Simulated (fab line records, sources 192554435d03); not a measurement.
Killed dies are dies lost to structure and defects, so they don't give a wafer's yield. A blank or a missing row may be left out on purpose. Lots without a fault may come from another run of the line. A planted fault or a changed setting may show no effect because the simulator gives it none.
fab line records | flow n5_finfet
record lots=6 wafers=18 last_day=18
route steps=1938 shown BEOL_M10@1518 BEOL_M11@1536 PASSIVATION@1936
lots that met no fault: from a run of the same line without faults
start_h: hours from the record's first day to the start of the lot's first wafer shown | wait_h: hours since the lot's step before | " the same as in the row above | L1.1+2: a row that stands for several wafers | - no value, or no start given | * or withheld: withheld | < > ~ a bound
route shown NAME@n: a module of which the file shows steps, and the number in the route of the first | usual: mean/standard deviation of fault-free wafers | same: alike in all rows | chamber/n: place in a boat | sites: the reading at each site | _std_site: their standard deviation | _edge_site: outer sites' mean less inner sites' | radius_mm: how far each site lies from the wafer's centre | mask NAME#n: copy n | behind: the tool/chamber that last shaped the wafer | hold: why the lot was held/for how many hours/how that ended | device: the transistor (n, p or np) that didn't switch | end of line: the same wafers' tests at the end of the route | a step without rows: its recipe alone | killed: dies lost to structure and defects at the first sort, not the wafer's yield | map: a wafer's dies, x killed, . not, _ none there
set.NAME: the setting as run; set.NAME@STEP: as run at that earlier step | model.NAME: the simulator's own value behind a step, which no gauge read
lots at some steps of the route; a table a step, a row a wafer
services: from which hour (start_h, from the record's first day; less than 0 if before it) a tool's chamber was out of use, for how many hours, and why
## steps
# step N5_BEOL_M10_PRECLEAN_42
# recipe chemistry=residue_remover time_s=60 temp_c=40
# step N5_BEOL_M10_SRD_43
# recipe time_s=30 temp_c=23 rinse_liquid=diw dry=ipa_marangoni
# step N5_BEOL_M10_CD_MEAS_35
# recipe target_cd_nm=70 polarity=opening
# usual cd_nm=70.0/0.7
# columns lot.wafer tool chamber start_h wait_h cd_nm
L821.3 cd_sem-01 - 245.98 0.0 69.0
L821.5 " - " " 69.6
L821.6 " - " " 69.9
L827.1 cd_sem-01 - 268.12 0.0 70.1
L827.2 " - " " 70.6
L827.6 " - " " 70.9
L826.1 cd_sem-03 - 275.20 0.0 69.5
L826.4 " - " " 69.6
L826.5 " - " " 70.5
L839.1 cd_sem-02 - 353.68 0.0 70.5
L839.3 " - " " 70.4
L839.6 " - " " 70.4
L840.2 cd_sem-02 - 370.11 0.0 70.2
L840.3 " - " " 71.0
L840.6 " - " " 69.8
L841.2 cd_sem-03 - 374.59 0.0 69.1
L841.3 " - " " 68.4
L841.5 " - " " 69.3
# step N5_BEOL_M10_CURE_72
# recipe temp_c=370 time_s=120 ambient=DMADMS/He material=SiCOH_lowk
# step N5_BEOL_M10_DEGAS_44
# recipe ambient=vacuum temp_c=250 time_s=60
# usual heater_power_w=322/36 susceptor_temp_C=250.00/0.19
# columns lot.wafer tool chamber start_h wait_h heater_power_w susceptor_temp_C
L821.3 pvd_sputter-02 - 246.45 0.3 330 250.19
L821.5 " - " " 322 250.12
L821.6 " - " " 405 250.25
L827.1 pvd_sputter-03 - 270.93 2.7 309 250.15
L827.2 " - " " 324 250.19
L827.6 " - " " 317 250.00
L826.1 pvd_sputter-03 - 275.87 0.5 296 249.99
L826.4 " - " " 329 250.20
L826.5 " - " " 334 250.14
L839.1 pvd_sputter-02 - 354.33 0.6 322 249.67
L839.3 " - " " 257 249.76
L839.6 " - " " 399 249.86
L840.2 pvd_sputter-01 - 370.88 0.6 330 250.19
L840.3 " - " " 322 249.82
L840.6 " - " " 332 249.75
L841.2 pvd_sputter-03 - 375.11 0.4 324 249.67
L841.3 " - " " 306 250.19
L841.5 " - " " 297 250.05
# step N5_BEOL_M10_PRE_CLEAN_45
# recipe gas=H2/He time_s=30 temp_c=250
# usual heater_power_w=322/36 susceptor_temp_C=250.01/0.18
# columns lot.wafer tool chamber start_h wait_h heater_power_w susceptor_temp_C
L821.3 pvd_sputter-02 - 246.49 0.0 325 250.12
L821.5 " - " " 316 249.99
L821.6 " - " " 394 249.66
L827.1 pvd_sputter-03 - 270.97 0.0 304 249.82
L827.2 " - " " 329 249.80
L827.6 " - " " 309 249.85
L826.1 pvd_sputter-03 - 275.91 0.0 311 250.11
L826.4 " - " " 341 249.81
L826.5 " - " " 334 249.76
L839.1 pvd_sputter-02 - 354.37 0.0 329 250.28
L839.3 " - " " 258 250.04
L839.6 " - " " 397 249.88
L840.2 pvd_sputter-01 - 370.92 0.0 334 249.91
L840.3 " - " " 321 250.27
L840.6 " - " " 330 249.69
L841.2 pvd_sputter-03 - 375.15 0.0 336 249.87
L841.3 " - " " 311 249.86
L841.5 " - " " 299 249.84
# step N5_BEOL_M10_ALD_74
# recipe material=TaN target_thk_a=20 temp_c=275 ald_precursor_family=PDMAT ald_co_reactant=NH3 pressure_torr=3 carrier_flow_sccm=1500 pulse_time_s=2 purge_time_s=3 co_reactant_purge_time_s=2 co_reactant_pulse_time_s=3 ald_cycles=40 precursor_vessel_temp_c=75 precursor_vessel_pressure_torr=26.25 precursor_vessel_carrier_sccm=1000
# usual chamber_pressure_Torr=3.000/0.0064 heater_power_w=404/43 precursor_vessel_carrier_sccm=1000/3 precursor_vessel_pressure_torr=26.24/0.051 susceptor_temp_C=275.02/0.18
# same co_reactant_purge_time_s=2
# columns lot.wafer tool chamber start_h wait_h chamber_pressure_Torr heater_power_w precursor_vessel_carrier_sccm precursor_vessel_pressure_torr susceptor_temp_C
L821.3 ald_metal-01 1 246.57 0.1 2.992 351 1005 26.26 274.96
L821.5 " 2 " " 3.015 346 1004 26.25 275.34
L821.6 " 1 " " 2.989 349 1003 26.17 275.37
L827.1 ald_metal-01 1 271.03 0.0 3.000 336 999 26.27 274.86
L827.2 " 3 " " 2.998 382 1006 26.22 275.02
L827.6 " 0 " " 3.004 425 1000 26.18 275.02
L826.1 ald_metal-03 1 275.99 0.1 2.999 447 1001 26.32 275.12
L826.4 " 3 " " 3.004 441 1000 26.22 275.06
L826.5 " 2 " " 2.998 446 1001 26.32 275.18
L839.1 ald_metal-02 1 354.43 0.0 2.990 411 1000 26.26 274.84
L839.3 " 3 " " 2.990 450 1001 26.24 275.06
L839.6 " 0 " " 3.000 378 1001 26.20 274.96
L840.2 ald_metal-01 1 371.00 0.1 2.994 333 999 26.19 274.80
L840.3 " 3 " " 2.998 380 1003 26.26 275.11
L840.6 " 0 " " 2.998 426 999 26.30 274.97
L841.2 ald_metal-02 1 375.23 0.1 2.996 422 999 26.30 275.06
L841.3 " 2 " " 2.996 384 1003 26.24 274.93
L841.5 " 2 " " 2.997 385 1003 26.21 274.83
# step N5_BEOL_M10_SURFACE_TREAT_76
# recipe gas=Ar time_s=* ion_energy_ev=* ion_current_ma_cm2=0.5 pressure_mtorr=* ar_flow_sccm=30
# usual throttle_valve_pct=*
# columns lot.wafer tool chamber start_h wait_h throttle_valve_pct
L821.3 pvd_sputter-03 - 246.86 0.2 *
L821.5 " - " " *
L821.6 " - " " *
L827.1 pvd_sputter-01 - 271.37 0.2 *
L827.2 " - " " *
L827.6 " - " " *
L826.1 pvd_sputter-03 - 276.29 0.2 *
L826.4 " - " " *
L826.5 " - " " *
L839.1 pvd_sputter-02 - 354.85 0.3 *
L839.3 " - " " *
L839.6 " - " " *
L840.2 pvd_sputter-03 - 371.29 0.2 *
L840.3 " - " " *
L840.6 " - " " *
L841.2 pvd_sputter-01 - 375.71 0.3 *
L841.3 " - " " *
L841.5 " - " " *
# step N5_BEOL_M10_CVD_75
# recipe material=Co target_thk_a=20 temp_c=withheld precursor=CCTBA/H2 pressure_torr=30 time_s=138.9
# step N5_BEOL_M10_SPUTTER_48
# recipe material=Cu target_thk_a=120 temp_c=-20 bias_v=60 power_w=26000 chamber_pressure_pa=0.13 time_s=2
# usual substrate_temp_c=-20.01/0.1 susceptor_temp_C=-20.01/0.11 throttle_valve_pct=30.0/1.5
# columns lot.wafer tool chamber start_h wait_h substrate_temp_c susceptor_temp_C throttle_valve_pct
L821.3 pvd_sputter-01 - 247.23 0.1 -20.19 -20.10 29.8
L821.5 " - " " -20.06 -19.96 30.3
L821.6 " - " " -20.04 -20.09 29.8
L827.1 pvd_sputter-01 - 271.59 0.1 -20.13 -19.94 29.1
L827.2 " - " " -20.10 -20.13 29.8
L827.6 " - " " -19.93 -20.04 29.7
L826.1 pvd_sputter-02 - 276.51 0.1 -20.08 -19.90 28.9
L826.4 " - " " -20.20 -20.08 28.5
L826.5 " - " " -20.04 -20.03 28.7
L839.1 pvd_sputter-01 - 355.07 0.1 -19.89 -20.24 29.9
L839.3 " - " " -20.07 -19.92 30.5
L839.6 " - " " -20.04 -19.92 29.8
L840.2 pvd_sputter-03 - 371.53 0.1 -20.01 -19.95 28.2
L840.3 " - " " -20.02 -20.04 31.8
L840.6 " - " " -19.84 -20.05 28.5
L841.2 pvd_sputter-03 - 375.89 0.1 -19.89 -19.94 28.6
L841.3 " - " " -20.06 -19.66 27.7
L841.5 " - " " -19.84 -19.92 27.7
# step N5_BEOL_M10_ECD_50
# recipe material=Cu target_thk_a=3180
# step N5_BEOL_M10_ANNEAL_51
# recipe temp_c=225 time_s=90 ambient=N2
# step N5_BEOL_M10_CMP_52
# recipe stop_on=SiCOH_lowk t_overpolish_s=7 down_force_psi=1 platen_rpm=50 clearing_platen_down_force_psi=1.5 clearing_platen_rpm=50 post_cmp_clean=cu_alkaline target_thk_nm=140 clearing_platen_pad_velocity_m_s=0.99484 pad_velocity_m_s=0.99484
# usual barrier_field_endpoint_s=28.7/0.64 motor_current_A=6.0/0.69 overpolish_run_s=7.000/0.0081 time_to_endpoint_s=67/3.2
# columns lot.wafer tool chamber start_h wait_h barrier_field_endpoint_s motor_current_A overpolish_run_s time_to_endpoint_s
L821.3 cmp-03 0 248.01 0.2 28.3 6.6 7.007 65
L821.6 " 2 " " 28.7 6.1 6.986 62
L821.5 " 3 " " 28.3 6.1 6.997 62
L827.2 cmp-01 3 272.19 0.3 28.8 5.3 6.989 66
L827.1 " 0 " " 28.8 6.4 7.001 66
L827.6 " 2 " " 28.5 5.7 7.001 62
L826.1 cmp-01 2 277.41 0.3 28.6 5.8 7.008 65
L826.4 " 0 " " 30.0 6.2 6.991 68
L826.5 " 1 " " 29.6 5.6 6.999 66
L839.3 cmp-04 0 355.69 0.2 28.7 5.1 7.001 67
L839.1 " 3 " " 29.0 4.9 6.986 68
L839.6 " 1 " " 28.5 6.4 7.012 67
L840.3 cmp-04 3 372.09 0.2 29.1 5.0 7.011 71
L840.2 " 1 " " 28.4 6.5 6.994 62
L840.6 " 2 " " 28.5 6.6 7.004 66
L841.2 cmp-01 2 376.65 0.2 28.6 5.8 7.005 60
L841.3 " 0 " " 29.7 5.7 7.017 69
L841.5 " 3 " " 29.8 5.4 6.996 69
# step N5_BEOL_M10_PRE_CLEAN_55
# recipe gas=NH3 time_s=15 temp_c=withheld rf_power_w=300
# step N5_BEOL_M10_DEP_56
# recipe material=SiCN target_thk_a=150 temp_c=withheld precursor=3MS/NH3 pressure_torr=3 rf_w=202 time_s=26.5
# step N5_BEOL_M10_INSPECT_58
# recipe inspect_instrument=darkfield mode=post_dep
# usual raw_defect_count=69/24
# columns lot.wafer tool chamber start_h wait_h raw_defect_count
L821.3 defect_inspect-02 - 248.40 0.0 116
L821.5 " - " " 60
L821.6 " - " " 36
L827.1 defect_inspect-02 - 272.57 0.0 370
L827.2 " - " " 89
L827.6 " - " " 54
L826.1 defect_inspect-01 - 277.84 0.0 68
L826.4 " - " " 310
L826.5 " - " " 34
L839.1 defect_inspect-02 - 356.15 0.0 106
L839.3 " - " " 134
L839.6 " - " " 68
L840.2 defect_inspect-02 - 372.51 0.0 74
L840.3 " - " " 104
L840.6 " - " " 72
L841.2 defect_inspect-01 - 377.11 0.0 47
L841.3 " - " " 43
L841.5 " - " " 26
# step N5_BEOL_M11_ILD_DEP_00
# recipe material=SiCOH_lowk target_thk_a=3085.1 temp_c=300 precursor=DEMS/porogen pressure_torr=5 rf_w=500 time_s=58
# step N5_PASSIVATION_PROBE_49
# usual defect_limited_yield=90.9/1.5 killed_at_M0_to_M3=35/10 killed_at_M4_up=14/5.2 killed_at_contacts=13/7.3 killed_at_front_end=42/12 killed_at_other=3.4/2.5 killed_dies=108/18 killed_on_rim=14/4.2 killed_open=70/13 killed_short=35/8 sort_bin_5_function=5.4/1 sort_bin_6_memory=3.4/0.71 sort_n_pass=1072/18 sort_yield_pct=90.9/1.5
# same gross_dies=1180 killed_at_back_side=0 sort_bin_4_leakage[%]=0 sort_bin_8_speed[%]=0
# columns lot.wafer tool chamber start_h wait_h defect_limited_yield[%] killed_at_M0_to_M3 killed_at_M4_up killed_at_contacts killed_at_front_end killed_at_other killed_dies killed_on_rim killed_open killed_short sort_bin_5_function[%] sort_bin_6_memory[%] sort_n_pass sort_yield_pct[%]
L821.3 prober-02 - 295.08 0.1 92.0 34 10 7 38 5 94 11 56 32 4.6 3.1 1086 92.0
L821.5 prober-02 - 295.18 0.2 91.0 45 19 5 34 3 106 17 71 31 5.0 3.6 1074 91.0
L821.6 prober-02 - 295.23 0.3 91.0 36 20 12 29 9 106 14 64 39 5.3 3.3 1074 91.0
L827.1 prober-01 - 317.48 0.0 69.8 42 259 3 51 1 356 47 72 31 19.3 9.0 824 69.8
L826.1 prober-02 - 325.37 0.0 90.2 55 7 13 34 7 116 10 69 42 5.3 4.2 1064 90.2
L826.4 prober-02 - 325.52 0.2 70.5 56 238 10 37 7 348 45 73 41 18.2 10.3 832 70.5
L826.5 prober-02 - 325.57 0.2 90.3 49 19 13 30 4 115 15 92 21 5.7 3.7 1065 90.3
L840.3 prober-01 - 417.97 0.1 89.2 42 10 11 55 9 127 15 72 53 6.9 3.6 1053 89.2
# killed by level:class
L821.3 FIN_SAQP:geometric_particle:open=17 BEOL_M0_SAQP:geometric_particle:short=10 FIN_SAQP:geometric_particle:short=7 MOL_CONTACT_COAG:geometric_particle:open=6 BEOL_M2:geometric_particle:open=6 BEOL_M3:geometric_particle:open=5 BEOL_M4:geometric_particle:open=5 BEOL_M1:geometric_particle:open=4
L821.5 BEOL_M0_SAQP:geometric_particle:short=13 BEOL_M0_SAQP:geometric_particle:open=12 BEOL_M4:geometric_particle:open=10 FIN_SAQP:geometric_particle:open=7 BEOL_M2:geometric_particle:open=7 BEOL_M1:geometric_particle:open=5 MOL_CONTACT_COAG:geometric_particle:open=5 FIN_SAQP:geometric_particle:short=4
L821.6 BEOL_M0_SAQP:geometric_particle:short=11 MOL_CONTACT_COAG:geometric_particle:open=9 BEOL_M0_SAQP:geometric_particle:open=6 BEOL_M0:geometric_particle:open=6 BEOL_M4:geometric_particle:open=6 FIN_SAQP:geometric_particle:open=5 FIN_SAQP:geometric_particle:short=4 BEOL_M2:geometric_particle:open=4
L827.1 BEOL_M10:unspecified=248 STI_FIN_REVEAL:geometric_particle:open=20 BEOL_M3:geometric_particle:open=10 BEOL_M0_SAQP:geometric_particle:open=8 BEOL_M0_SAQP:geometric_particle:short=6 BEOL_M1:geometric_particle:open=6 FIN_SAQP:geometric_particle:open=4 STI_FIN_REVEAL:geometric_particle:short=4
L826.1 BEOL_M1:geometric_particle:open=15 MOL_CONTACT_COAG:geometric_particle:open=11 BEOL_M2:geometric_particle:short=10 FIN_SAQP:geometric_particle:short=8 BEOL_M3:geometric_particle:open=8 BEOL_M2:geometric_particle:open=7 FIN_SAQP:geometric_particle:open=6 BEOL_M0_SAQP:geometric_particle:short=5
L826.4 BEOL_M10:unspecified=229 BEOL_M1:geometric_particle:open=13 BEOL_M0_SAQP:geometric_particle:open=10 BEOL_M0_SAQP:geometric_particle:short=9 BEOL_M2:geometric_particle:open=9 FIN_SAQP:geometric_particle:short=7 FIN_SAQP:geometric_particle:open=7 BEOL_M3:geometric_particle:open=7
L826.5 BEOL_M3:geometric_particle:open=17 FIN_SAQP:geometric_particle:open=11 MOL_CONTACT_COAG:geometric_particle:open=10 BEOL_M1:geometric_particle:open=9 BEOL_M0_SAQP:geometric_particle:open=8 BEOL_M4:geometric_particle:open=8 BEOL_M2:geometric_particle:open=7 STI_FIN_REVEAL:geometric_particle:open=5
L840.3 FIN_SAQP:geometric_particle:short=22 FIN_SAQP:geometric_particle:open=14 BEOL_M2:geometric_particle:open=13 MOL_CONTACT_COAG:geometric_particle:open=10 BEOL_M3:geometric_particle:open=8 STI_FIN_REVEAL:geometric_particle:open=6 BEOL_M0_SAQP:geometric_particle:short=6 PASS1_CAP:geometric_particle:short=5
# map L826.4 (x killed, . not)
_________________.x..x.xx....________________
______________x.xx..xx.xxx..x..x_____________
___________...x.x.x..x....x.xx..xxx__________
__________..x..xx.xx......x.....xx.._________
________........x.x..x......x.x..x...._______
_______...x...x.xx..x.....xx..xx..xx..x______
______.x..xx..xxxx.....xxx....x.......x._____
_____....x......xx........x...x.x.....xx.____
____.xx....xx..x.x...x..xxxx.x..xxx.....xx___
___...xx..............x.x.......x.........x__
___....x.x..x..x..x..x...x.....x...x....x..__
__.x..x.xx.xx..xx......xx....x.....x.....x.x_
__..x..x.xx...x.....x...x......x.x.x.x.xx..x_
_xxx...x.x....x...xx..........xx..x.x..x.....
_...x..x.x..xx......x.....xxx....x.xxxx...x..
_x..x.......xx.xxx....x....x.x.x.xx.x..xxx.x.
_..x..xx..........x.x...x....x....x.....x.x..
_..x.....xxx.x......x.x.......x...x....x.....
_.x..xx....x......x.x...xx.x.x.......x.......
_.x..x....x..x....x...x.x.x.x..xx..x..x.xx..x
_...x.x.........x..xxx..xx..x.xx.......xx....
__xx............x.xx...x..x.x............xx._
__.....x....x.x.x...x.xx..x.x.xx.....x...x.._
___.x.x..x....x.x...x.xx...x....xx....xx.xx__
___x...x....xx..x..x.x...x.x...x.x.........__
____..x.xx..x........x.........x........x.___
_____.x...........x.x.....x...x..xx.x.x.x____
______...x.......x........x.....x.x.x.x._____
_______.xx....x....xx..x.....x.....x...______
________..............x.....x.xx.x..x._______
__________........xxx...xx..x...x..x_________
___________.x...x.xx...x.x.x.x...x.__________
______________.x......x....x.x.x_____________
_________________.x.......x..________________
# map L827.1 (x killed, . not)
_________________xx..xx......________________
______________x.xx.xxx.x...x..x._____________
___________.x.x.......x..x.xx.....x__________
__________.x.......xx..x...x...x...._________
________...x.....xx.x.xxxx....xxxx...._______
_______x..x.....x........x.xx..x..x.x..______
______xxx..x.x...xxx........xx.........._____
_____.x....x...x......x.xx..x....x.....x.____
____.xx..x..x..x.xx....x.x..x......x...x..___
___.x.x.....x.x.........x...xxx.....x...xxx__
___xx..xx.....x.........xx....x...xxx......__
__x.....xxx.........x..xxx...........xx..xx._
__............x..x.x.x...xx.x...x..x..x....x_
_...x.x......x......xx.......xx.....x.....x..
_...x.xx....x..x.x.x.xxx....x...x.....x.x..xx
_...x.x.x.x............x...x.x.......x.x...x.
_...x....x...x...x.x.....x..x.....x......x.x.
_x..xxx..x.x..xxx.x..x..xx.xx..x.x....x....xx
_.x..xxx.x...x..x........x.xx.x.....xx..x....
_........x...x.x..xx...xx.x..x.x..x...x....x.
_....xx.....x.xxxx.........x...x....xx....xxx
__xx..x....x........x..x..x......xx..x...x.x_
__.....x...x......xxxx..x..x...x..x....xx.x._
___...x.x...xxx.x..x........x.xx.xx..x..x..__
___....x..x..x..x...xx..x....x..x...xxxxx..__
____.x..x..x.x.......x.xx.......x....xx...___
_____x.x...x.......x.x....x...xx......x.x____
______.x........xx.x..x.xx......x.x..x.x_____
_______...x..xx.x...x.x.xx.x..x.....x..______
________x...xx.xx...xxx.......x....x.x_______
__________..x.x.x..x..x.....x......._________
___________....xx........x.x..x..x.__________
______________x....x.x..x...x.x._____________
_________________..x...x.....________________
## services
# columns tool chamber start_h hours kind
cmp-03 - 224.34 1.3 repair
cmp-03 - 238.35 2.4 repair
ald_metal-02 0 245.17 3.3 repair
cmp-01 - 256.07 10.5 repair
cmp-03 - 263.56 1.7 repair
cmp-04 - 265.44 5.6 pm
ald_metal-02 2 274.89 21.6 repair
ald_metal-02 1 285.24 3.4 repair
cmp-03 - 289.50 4.0 pm
ald_metal-03 2 289.84 4.0 repair
pvd_sputter-01 - 297.03 20.4 repair
cmp-03 - 297.22 4.2 pm
cmp-04 - 302.21 1.7 repair
ald_metal-02 0 309.07 6.7 repair
cmp-03 - 311.08 1.1 repair
ald_metal-01 3 313.72 23.9 repair
ald_metal-02 2 324.57 31.5 repair
ald_metal-03 - 328.31 14.6 pm
pvd_sputter-02 - 335.00 4.1 repair
ald_metal-02 - 337.25 14.0 pm
ald_metal-02 0 337.25 14.0 vent_cycle
ald_metal-02 1 337.25 14.0 vent_cycle
ald_metal-02 3 337.25 14.0 vent_cycle
cmp-01 - 358.16 0.3 repair
## key
first_sign step=N5_BEOL_M10_INSPECT_58 reading=raw_defect_count direction=up sigmas=11 usual=69 struck=340
effect step=N5_PASSIVATION_PROBE_49 reading=killed_at_M4_up direction=up sigmas=45 usual=14 struck=248
more_kills_born_at N5_BEOL_M10_CMP_52@cmp-01=477
met_at N5_BEOL_M10_CMP_52
struck_wafers L826.4,L827.1
fault kind=chamber_particle_source tool=cmp-01 chamber=0 onset_h=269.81 steps=N5_BEOL_M10_CMP_52 rate_per_visit_cm2=0.43554 end_h=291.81
